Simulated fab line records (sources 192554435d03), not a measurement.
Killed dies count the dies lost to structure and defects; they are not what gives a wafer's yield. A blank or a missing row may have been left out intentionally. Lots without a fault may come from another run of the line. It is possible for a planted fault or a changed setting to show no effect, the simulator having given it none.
Chamber matching :: flow n5Finfet :: N5_BEOL_M0_ALD_136 on aldMetal-02: 4 sister chambers
The step deposits TaN, pulse time 2 s, purge time 3 s, co reactant purge time 2 s. 4 wafers are shown with their chamber, then 7 later ones without.

## WAFERS PAIRED WITH THEIR CHAMBERS
wafer: L079.1
chamber: 3
heaterPowerW (W): 438

wafer: L081.6
chamber: 2
heaterPowerW (W): 494

wafer: L092.1
chamber: 1
heaterPowerW (W): 488

wafer: L092.4
chamber: 0
heaterPowerW (W): 461

## WAFERS WHOSE CHAMBER IS MISSING
wafer: L092.6
heaterPowerW (W): 469

wafer: L095.1
heaterPowerW (W): 484

wafer: L095.5
heaterPowerW (W): 483

wafer: L095.6
heaterPowerW (W): 499

wafer: L096.1
heaterPowerW (W): 505

wafer: L096.2
heaterPowerW (W): 443

wafer: L096.4
heaterPowerW (W): 467

## CHAMBER TAKEN BY EACH
wafer: L092.6
from the rows above: can't be placed: 0 or 1
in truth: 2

wafer: L095.1
from the rows above: can't be placed: 1 or 2
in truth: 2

wafer: L095.5
from the rows above: can't be placed: 1 or 2
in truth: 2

wafer: L095.6
from the rows above: can't be placed: 2 or 1
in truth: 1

wafer: L096.1
from the rows above: can't be placed: 2 or 1
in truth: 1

wafer: L096.2
from the rows above: can't be placed: 3 or 0
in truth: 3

wafer: L096.4
from the rows above: 0
in truth: 0
Correctly placed: 1 of 7. Not placeable from these rows: 6 (in 5, the candidates include the true chamber). Wrongly placed: 0.
How it was worked out, from the rows above alone: a wafer's distance from a chamber is the root of the sum, over the readings, of the square of ((its reading less the chamber's mean) divided by the reading's scatter). If the next closest chamber is less than 2 further off than the closest, the wafer can't be placed; otherwise it belongs to the closest. A chamber's mean is the mean of its shown wafers. The scatter (one wafer shown for each chamber): square how far every hidden wafer sits from the nearest shown wafer, average those squares and take the square root.
